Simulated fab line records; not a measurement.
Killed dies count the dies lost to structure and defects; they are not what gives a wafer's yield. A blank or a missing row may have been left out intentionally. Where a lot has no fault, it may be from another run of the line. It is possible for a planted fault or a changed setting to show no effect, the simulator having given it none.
fab line records -- flow n5-finfet
[record] lots = 10, wafers = 30, last-day = 18
route steps=1938 shown BEOL_M6@1239 BEOL_M7@1278 PASSIVATION@1936
lots untouched by any fault: they come from a run of this same line in which no faults occurred
start-h: start of the lot's first displayed wafer, in hours after the record's first day -- wait-h: hours from the lot's prior step to this one -- " repeats the value in the row above -- L1.1+2: a single row standing in for several wafers -- - value missing, or start not given -- * or withheld: withheld -- < > ~ a bound
route shown NAME@n: a module of which the file shows steps, and the number in the route of the first -- usual: mean and standard deviation over wafers with no fault -- same: alike in all rows -- chamber/n: place in a boat -- sites: readings site by site -- _std_site: their standard deviation -- _edge_site: mean of outer sites minus mean of inner sites -- radius-mm: how far each site lies from the wafer's centre -- mask NAME#n: copy n -- behind: the tool/chamber that last shaped the wafer -- hold: the reason the lot was held/the length of the hold in hours/how it ended -- device: the transistor (n, p or np) that didn't switch -- end of line: tests run on the same wafers once the route is complete -- where a step has no rows: the recipe by itself -- killed: dies that structure and defects cost at the first sort, which is not the same as the wafer's yield -- map: dies across one wafer; x = killed, . = not, _ = none there
set.NAME: the setting that was run; set.NAME@STEP: the one run at that earlier step -- model.NAME: the simulator's own value behind a step, which no gauge read
the route's steps for a sample of lots (tables are steps, rows are wafers)
services: when a tool's chamber went out of use (start-h, in hours from the record's first day, below 0 if earlier), for how many hours, and the reason
[[steps]]
[step N5_BEOL_M6_TRENCH_ETCH_37]
[recipe] chemistry = C4F6/O2, target-depth-a = 944.35, target = SiCOH_lowk, time-s = 31.5, ion-energy-ev = 250, pressure-mtorr = 30, source-w = 345, bias-w = 185, Ar_flow_sccm = 300, C4F6_flow_sccm = 10, O2_flow_sccm = 10
[usual] drypump-motor-current-A = 5.6/0.56, oes-product-au = 0.80/0.082, rf-vpp-V = 664/14, showerhead-plenum-p-Torr = 2.85/0.092, throttle-valve-pct = 20.81/0.18
lot.wafer,tool,chamber,start-h,wait-h,drypump-motor-current-A,oes-product-au,rf-hours-counter-h,rf-vpp-V,showerhead-plenum-p-Torr,throttle-valve-pct
L808.1,rie-diel-02,0,-,-,5.5,0.79,136,656,2.85,20.76
L808.4,rie-diel-02,3,-,-,6.4,0.69,215,642,2.81,21.00
L808.5,rie-diel-02,2,-,-,4.7,0.77,-,669,2.96,20.55
L810.2,rie-diel-05,3,-,-,5.7,0.89,23,677,2.77,20.90
L810.3,rie-diel-05,0,-,-,5.5,0.78,121,664,2.74,20.73
L810.5,rie-diel-05,2,-,-,6.5,0.86,-,673,3.02,20.82
L814.2,rie-diel-06,0,-,-,4.8,0.84,72,681,2.74,20.59
L814.3,rie-diel-06,1,-,-,5.5,0.96,1,634,2.93,20.91
L814.5,rie-diel-06,1,-,-,5.6,0.96,-,635,2.93,20.92
L815.2,rie-diel-02,2,-,-,4.7,0.75,140,668,2.95,20.56
L815.5,rie-diel-02,1,-,-,5.3,0.73,-,677,2.86,20.97
L815.6,rie-diel-02,2,-,-,4.7,0.75,-,668,2.95,20.57
L816.1,rie-diel-02,3,-,-,6.5,0.68,235,642,2.80,21.04
L816.2,rie-diel-02,2,-,-,4.7,0.75,146,668,2.95,20.56
L816.3,rie-diel-02,0,-,-,5.5,0.78,156,656,2.84,20.80
L826.1,rie-diel-02,1,-,-,5.3,0.73,215,677,2.85,21.01
L826.4,rie-diel-02,0,-,-,5.5,0.76,-,655,2.83,20.83
L826.6,rie-diel-02,2,-,-,4.7,0.74,-,669,2.94,20.60
L825.2,rie-diel-06,0,-,-,4.8,0.81,92,679,2.73,20.61
L825.4,rie-diel-06,1,-,-,5.6,0.87,29,635,2.91,20.94
L825.5,rie-diel-06,1,-,-,5.5,0.87,-,636,2.91,20.95
L830.1,rie-diel-02,3,-,-,6.5,1.01,1,665,2.79,20.70
L830.2,rie-diel-02,0,-,-,5.6,0.75,188,654,2.82,20.84
L830.5,rie-diel-02,2,-,-,4.7,0.73,-,668,2.94,20.62
L829.1,rie-diel-02,3,-,-,6.5,1.01,2,666,2.79,20.70
L829.3,rie-diel-02,0,-,-,5.5,0.76,188,654,2.82,20.84
L829.5,rie-diel-02,1,-,-,5.3,0.71,-,678,2.84,21.02
L831.1,rie-diel-05,3,-,-,5.7,0.84,65,678,2.75,20.98
L831.2,rie-diel-05,1,-,-,5.4,0.90,35,640,2.80,20.70
L831.4,rie-diel-05,2,-,-,6.5,0.80,86,674,2.99,20.87
[step N5_BEOL_M6_ANNEAL_51]
[recipe] temp-c = 225, time-s = 90, ambient = N2
[usual] wafer_temp_C_max = 226.10/0.3
lot.wafer,tool,chamber,start-h,wait-h,wafer_temp_C_max
L808.1,rtp-anneal-02,0,202.87,1.1,226.10
L808.4,rtp-anneal-02,0,202.87,1.1,225.51
L808.5,rtp-anneal-02,0,202.87,1.1,226.04
L810.2,rtp-anneal-02,0,226.31,0.4,225.74
L810.3,rtp-anneal-02,0,226.31,0.4,225.52
L810.5,rtp-anneal-02,0,226.31,0.4,225.80
L814.2,rtp-anneal-01,0,234.30,0.1,226.39
L814.3,rtp-anneal-01,0,234.30,0.1,226.22
L814.5,rtp-anneal-01,0,234.30,0.1,226.17
L815.2,rtp-anneal-01,0,235.22,0.1,225.91
L815.5,rtp-anneal-01,0,235.22,0.1,226.55
L815.6,rtp-anneal-01,0,235.22,0.1,226.19
L816.1,rtp-anneal-01,0,253.65,0.1,226.38
L816.2,rtp-anneal-01,0,253.65,0.1,226.30
L816.3,rtp-anneal-01,0,253.65,0.1,226.76
L826.1,rtp-anneal-02,0,302.00,0.2,225.84
L826.4,rtp-anneal-02,0,302.00,0.2,226.34
L826.6,rtp-anneal-02,0,302.00,0.2,225.90
L825.2,rtp-anneal-02,0,302.59,0.6,226.05
L825.4,rtp-anneal-02,0,302.59,0.6,225.81
L825.5,rtp-anneal-02,0,302.59,0.6,225.75
L830.1,rtp-anneal-02,0,327.84,0.2,226.11
L830.2,rtp-anneal-02,0,327.84,0.2,225.99
L830.5,rtp-anneal-02,0,327.84,0.2,226.05
L829.1,rtp-anneal-01,0,328.68,0.6,226.82
L829.3,rtp-anneal-01,0,328.68,0.6,226.56
L829.5,rtp-anneal-01,0,328.68,0.6,226.63
L831.1,rtp-anneal-02,0,333.79,0.1,226.08
L831.2,rtp-anneal-02,0,333.79,0.1,225.70
L831.4,rtp-anneal-02,0,333.79,0.1,225.68
[step N5_BEOL_M6_THK_MEAS_53]
[recipe] thk-meas-gauge = xrf, reads = Cu_of_BEOL_M6_ECD_50
[usual] M6_THK = 79.5/3
lot.wafer,tool,chamber,start-h,wait-h,M6_THK[nm]
L808.1,film-metro-02,-,203.75,-,80.4
L808.4,film-metro-02,-,203.75,-,77.9
L808.5,film-metro-02,-,203.75,-,76.6
L810.2,film-metro-01,-,227.00,-,77.1
L810.3,film-metro-01,-,227.00,-,79.4
L810.5,film-metro-01,-,227.00,-,79.7
L814.2,film-metro-01,-,234.85,-,82.4
L814.3,film-metro-01,-,234.85,-,82.0
L814.5,film-metro-01,-,234.85,-,81.0
L815.2,film-metro-01,-,235.76,-,78.3
L815.5,film-metro-01,-,235.76,-,78.9
L815.6,film-metro-01,-,235.76,-,75.9
L816.1,film-metro-02,-,254.24,-,76.7
L816.2,film-metro-02,-,254.24,-,76.9
L816.3,film-metro-02,-,254.24,-,82.1
L826.1,film-metro-02,-,302.59,-,81.0
L826.4,film-metro-02,-,302.59,-,81.4
L826.6,film-metro-02,-,302.59,-,77.7
L825.2,film-metro-01,-,303.13,-,80.4
L825.4,film-metro-01,-,303.13,-,81.1
L825.5,film-metro-01,-,303.13,-,80.8
L830.1,film-metro-02,-,328.44,-,86.4
L830.2,film-metro-02,-,328.44,-,83.1
L830.5,film-metro-02,-,328.44,-,78.8
L829.1,film-metro-01,-,329.28,-,85.6
L829.3,film-metro-01,-,329.28,-,82.7
L829.5,film-metro-01,-,329.28,-,80.5
L831.1,film-metro-01,-,334.38,-,78.0
L831.2,film-metro-01,-,334.38,-,82.2
L831.4,film-metro-01,-,334.38,-,76.5
[step N5_BEOL_M6_PRE_CLEAN_55]
[recipe] gas = NH3, time-s = 15, temp-c = withheld, rf-power-w = 300
lot.wafer,tool,chamber,start-h,wait-h
L808.1+4+5,pecvd-03,"0,1,1",203.79,0.0
L810.2+3+5,pecvd-02,"2,0,0",227.03,0.0
L814.2+3+5,pecvd-01,"2,1,0",234.88,0.0
L815.2+5+6,pecvd-02,"1,1,0",235.80,0.0
L816.1+2+3,pecvd-01,"1,0,0",254.28,0.0
L826.1+4+6,pecvd-01,"2,0,1",302.63,0.0
L825.2+4+5,pecvd-01,"0,1,0",303.17,0.0
L830.1+2+5,pecvd-03,"1,0,2",328.47,0.0
L829.1+3+5,pecvd-02,"1,2,0",329.33,0.0
L831.1+2+4,pecvd-03,"1,0,0",334.42,0.0
[step N5_BEOL_M6_INSPECT_58]
[recipe] inspect-instrument = darkfield, mode = post-dep
[usual] raw-defect-count = 65/21
lot.wafer,tool,chamber,start-h,wait-h,raw-defect-count
L808.1,defect-inspect-01,-,203.94,0.0,53
L808.4,defect-inspect-01,-,203.94,0.0,77
L808.5,defect-inspect-01,-,203.94,0.0,49
L810.2,defect-inspect-01,-,227.16,0.0,84
L810.3,defect-inspect-01,-,227.16,0.0,54
L810.5,defect-inspect-01,-,227.16,0.0,68
L814.2,defect-inspect-01,-,235.00,0.0,58
L814.3,defect-inspect-01,-,235.00,0.0,58
L814.5,defect-inspect-01,-,235.00,0.0,52
L815.2,defect-inspect-01,-,235.92,0.0,39
L815.5,defect-inspect-01,-,235.92,0.0,30
L815.6,defect-inspect-01,-,235.92,0.0,39
L816.1,defect-inspect-02,-,254.43,0.0,118
L816.2,defect-inspect-02,-,254.43,0.0,53
L816.3,defect-inspect-02,-,254.43,0.0,105
L826.1,defect-inspect-02,-,302.75,0.0,512
L826.4,defect-inspect-02,-,302.75,0.0,495
L826.6,defect-inspect-02,-,302.75,0.0,480
L825.2,defect-inspect-02,-,303.29,0.0,471
L825.4,defect-inspect-02,-,303.29,0.0,430
L825.5,defect-inspect-02,-,303.29,0.0,503
L830.1,defect-inspect-01,-,328.59,0.0,41
L830.2,defect-inspect-01,-,328.59,0.0,61
L830.5,defect-inspect-01,-,328.59,0.0,62
L829.1,defect-inspect-01,-,329.45,0.0,82
L829.3,defect-inspect-01,-,329.45,0.0,89
L829.5,defect-inspect-01,-,329.45,0.0,60
L831.1,defect-inspect-01,-,334.54,0.0,43
L831.2,defect-inspect-01,-,334.54,0.0,78
L831.4,defect-inspect-01,-,334.54,0.0,80
[step N5_BEOL_M7_INSPECT_13]
[recipe] mode = adi, inspect-instrument = brightfield
[usual] raw-defect-count = 413/110
lot.wafer,tool,chamber,start-h,wait-h,raw-defect-count
L808.1,defect-inspect-02,-,207.46,0.0,517
L808.4,defect-inspect-02,-,207.46,0.0,720
L808.5,defect-inspect-02,-,207.46,0.0,709
L810.2,defect-inspect-01,-,229.66,0.0,368
L810.3,defect-inspect-01,-,229.66,0.0,271
L810.5,defect-inspect-01,-,229.66,0.0,357
L814.2,defect-inspect-02,-,237.94,0.0,332
L814.3,defect-inspect-02,-,237.94,0.0,368
L814.5,defect-inspect-02,-,237.94,0.0,389
L815.2,defect-inspect-01,-,238.11,0.0,500
L815.5,defect-inspect-01,-,238.11,0.0,527
L815.6,defect-inspect-01,-,238.11,0.0,381
L816.1,defect-inspect-01,-,257.03,0.0,675
L816.2,defect-inspect-01,-,257.03,0.0,472
L816.3,defect-inspect-01,-,257.03,0.0,577
L826.1,defect-inspect-01,-,305.72,0.0,838
L826.4,defect-inspect-01,-,305.72,0.0,814
L826.6,defect-inspect-01,-,305.72,0.0,667
L825.2,defect-inspect-02,-,305.91,0.0,708
L825.4,defect-inspect-02,-,305.91,0.0,782
L825.5,defect-inspect-02,-,305.91,0.0,742
L830.1,defect-inspect-01,-,331.35,0.0,421
L830.2,defect-inspect-01,-,331.35,0.0,385
L830.5,defect-inspect-01,-,331.35,0.0,403
L829.1,defect-inspect-02,-,331.52,0.0,485
L829.3,defect-inspect-02,-,331.52,0.0,447
L829.5,defect-inspect-02,-,331.52,0.0,467
L831.1,defect-inspect-02,-,337.89,0.0,460
L831.2,defect-inspect-02,-,337.89,0.0,584
L831.4,defect-inspect-02,-,337.89,0.0,475
[step N5_BEOL_M7_INSPECT_30]
[recipe] mode = adi, inspect-instrument = brightfield
[usual] raw-defect-count = 410/100
lot.wafer,tool,chamber,start-h,wait-h,raw-defect-count
L808.1,defect-inspect-02,-,209.09,0.1,511
L808.4,defect-inspect-02,-,209.09,0.1,692
L808.5,defect-inspect-02,-,209.09,0.1,710
L810.2,defect-inspect-01,-,230.91,0.0,352
L810.3,defect-inspect-01,-,230.91,0.0,270
L810.5,defect-inspect-01,-,230.91,0.0,351
L814.2,defect-inspect-02,-,241.41,0.0,325
L814.3,defect-inspect-02,-,241.41,0.0,388
L814.5,defect-inspect-02,-,241.41,0.0,404
L815.2,defect-inspect-01,-,241.67,0.0,480
L815.5,defect-inspect-01,-,241.67,0.0,520
L815.6,defect-inspect-01,-,241.67,0.0,388
L816.1,defect-inspect-01,-,257.94,0.1,701
L816.2,defect-inspect-01,-,257.94,0.1,466
L816.3,defect-inspect-01,-,257.94,0.1,535
L826.1,defect-inspect-01,-,308.11,0.1,851
L826.4,defect-inspect-01,-,308.11,0.1,805
L826.6,defect-inspect-01,-,308.11,0.1,694
L825.2,defect-inspect-02,-,308.33,0.0,726
L825.4,defect-inspect-02,-,308.33,0.0,808
L825.5,defect-inspect-02,-,308.33,0.0,774
L830.1,defect-inspect-01,-,333.33,0.1,415
L830.2,defect-inspect-01,-,333.33,0.1,369
L830.5,defect-inspect-01,-,333.33,0.1,397
L829.1,defect-inspect-01,-,333.49,0.1,456
L829.3,defect-inspect-01,-,333.49,0.1,397
L829.5,defect-inspect-01,-,333.49,0.1,418
L831.1,defect-inspect-01,-,338.92,0.1,433
L831.2,defect-inspect-01,-,338.92,0.1,518
L831.4,defect-inspect-01,-,338.92,0.1,450
[step N5_PASSIVATION_PROBE_49]
[usual] defect-limited-yield = 91.6/1.4, killed_at_M0_to_M3 = 32/9.5, killed_at_M4_up = 13/6, killed-at-contacts = 12/5.6, killed-at-front-end = 39/11, killed-at-other = 2.8/2.3, killed-dies = 99/16, killed-on-rim = 12/3.4, killed-open = 65/12, killed-short = 32/7.6, sort_bin_4_leakage = 0.1/0.88, sort_bin_5_function = 4.8/0.88, sort_bin_6_memory = 3.2/0.65, sort-n-pass = 1077/29, sort-yield-pct = 91.2/2.5
[same] gross-dies = 1180, killed-at-back-side = 0, sort_bin_8_speed[%] = 0
lot.wafer,tool,chamber,start-h,wait-h,defect-limited-yield[%],killed_at_M0_to_M3,killed_at_M4_up,killed-at-contacts,killed-at-front-end,killed-at-other,killed-dies,killed-on-rim,killed-open,killed-short,sort_bin_4_leakage[%],sort_bin_5_function[%],sort_bin_6_memory[%],sort-n-pass,sort-yield-pct[%]
L826.1,prober-02,-,395.51,0.0,84.4,39,98,14,32,1,184,25,64,28,0.2,9.3,4.4,994,84.2
L826.4,prober-02,-,395.66,0.2,83.7,32,110,14,36,0,192,25,51,35,0,10.2,3.3,988,83.7
L826.6,prober-02,-,395.76,0.3,84.8,35,74,6,62,2,179,29,90,23,0,8.2,4.7,1001,84.8
L825.2,prober-02,-,397.35,0.7,84.6,36,104,15,25,2,182,21,56,29,0,10.1,3.4,998,84.6
L825.4,prober-02,-,397.45,0.8,85.9,32,71,5,58,0,166,32,64,40,0,8.3,3.6,1014,85.9
L825.5,prober-02,-,397.50,0.8,81.7,41,120,12,42,1,216,26,64,33,0,12.2,3.9,964,81.7
// killed by level:class
L826.1 BEOL_M6:unspecified=80 MOL_CONTACT_COAG:geometric-particle:open=11 BEOL_M0_SAQP:geometric-particle:open=9 HKMG_FIN:area-etch=9 BEOL_M2:geometric-particle:open=8 BEOL_M0_SAQP:geometric-particle:short=7 BEOL_M1:geometric-particle:open=6 BEOL_M0:geometric-particle:open=5
L826.4 BEOL_M6:unspecified=103 MOL_CONTACT_COAG:geometric-particle:open=12 BEOL_M0_SAQP:geometric-particle:open=12 BEOL_M0_SAQP:geometric-particle:short=11 GATE_CUT:geometric-particle:short=10 DUMMY_GATE:geometric-particle:open=6 STARTING-WAFER:geometric-particle:short=5 BEOL_M1:geometric-particle:open=4
L826.6 BEOL_M6:unspecified=52 STI_FIN_REVEAL:geometric-particle:open=18 DUMMY_GATE:geometric-particle:open=13 BEOL_M0_SAQP:geometric-particle:open=12 BEOL_M4:geometric-particle:open=12 HKMG_FIN:area-etch=11 BEOL_M1:geometric-particle:open=8 MOL_CONTACT_COAG:geometric-particle:open=6
L825.2 BEOL_M6:unspecified=97 MOL_CONTACT_COAG:geometric-particle:open=11 BEOL_M0_SAQP:geometric-particle:short=9 BEOL_M0_SAQP:geometric-particle:open=9 STI_FIN_REVEAL:geometric-particle:open=8 BEOL_M2:geometric-particle:open=7 MOL_CONTACT_COAG:geometric-particle:short=4 BEOL_M1:geometric-particle:open=4
L825.4 BEOL_M6:unspecified=52 FIN_SAQP:geometric-particle:open=16 FIN_SAQP:geometric-particle:short=11 BEOL_M0_SAQP:geometric-particle:short=9 HKMG_FIN:area-etch=9 BEOL_M0_SAQP:geometric-particle:open=8 STI_FIN_REVEAL:geometric-particle:open=6 BEOL_M2:geometric-particle:open=5
L825.5 BEOL_M6:unspecified=114 FIN_SAQP:geometric-particle:open=11 BEOL_M0_SAQP:geometric-particle:open=11 BEOL_M0_SAQP:geometric-particle:short=11 MOL_CONTACT_COAG:geometric-particle:open=10 BEOL_M1:geometric-particle:open=9 FIN_SAQP:geometric-particle:short=7 BEOL_M2:geometric-particle:open=5
[[services]]
tool,chamber,start-h,hours,kind
rie-diel-05,-,198.73,14.6,pm
pecvd-03,2,202.38,-,clean
pecvd-03,2,202.38,-,consumable-replace:showerhead
pecvd-03,2,202.38,29.0,scheduled-down
pecvd-03,2,202.38,29.0,vent-cycle
rtp-anneal-01,-,214.33,2.1,pm
pecvd-01,-,222.27,2.8,pm
pecvd-03,-,228.10,5.5,pm
rie-diel-05,0,231.06,1.6,repair
rie-diel-06,-,236.71,0.9,repair
pecvd-01,0,237.40,3.7,repair
pecvd-01,2,250.46,9.1,repair
rie-diel-06,0,252.51,12.0,repair
rie-diel-02,3,262.99,5.7,repair
rie-diel-02,-,271.93,0.3,repair
rie-diel-05,0,291.72,5.4,repair
rie-diel-02,3,294.43,-,clean
rie-diel-02,3,294.43,-,consumable-replace:esc
rie-diel-02,3,294.43,-,consumable-replace:focus-ring
rie-diel-02,3,294.43,26.6,scheduled-down
rie-diel-02,3,294.43,26.6,vent-cycle
rie-diel-06,0,295.00,3.9,repair
rie-diel-06,2,319.55,5.6,repair
pecvd-01,2,326.80,-,calibration
[[key]]
[first-sign] step = N5_BEOL_M6_INSPECT_58, reading = raw-defect-count, direction = up, sigmas = 20, usual = 65, struck = 482
[effect] step = N5_BEOL_M7_INSPECT_13, reading = raw-defect-count, direction = up, sigmas = 3.2, usual = 413, struck = 758
[effect] step = N5_BEOL_M7_INSPECT_30, reading = raw-defect-count, direction = up, sigmas = 3.5, usual = 410, struck = 776
[effect] step = N5_PASSIVATION_PROBE_49, reading = killed_at_M4_up, direction = up, sigmas = 14, usual = 13, struck = 96
[more-kills-born-at] N5_BEOL_M6_PRE_CLEAN_55@pecvd-01 = 498
met-at N5_BEOL_M6_PRE_CLEAN_55
struck-lots L825,L826
[baseline-loss] step = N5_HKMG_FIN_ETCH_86, wafers = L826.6
not-acting-at N5_BEOL_M6_TRENCH_ETCH_37,N5_BEOL_M6_ANNEAL_51,N5_BEOL_M6_THK_MEAS_53
onset-between 254.28 302.63
[fault] kind = chamber-particle-source, tool = pecvd-01, chamber = -, onset-h = 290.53, steps = N5_BEOL_M6_PRE_CLEAN_55, rate-per-visit-cm2 = 0.64189, end-h = 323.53
// baseline-loss: these wafers lose ten dies or more at that step, a loss of the line's own and not of a fault; the sort's usual values leave them out
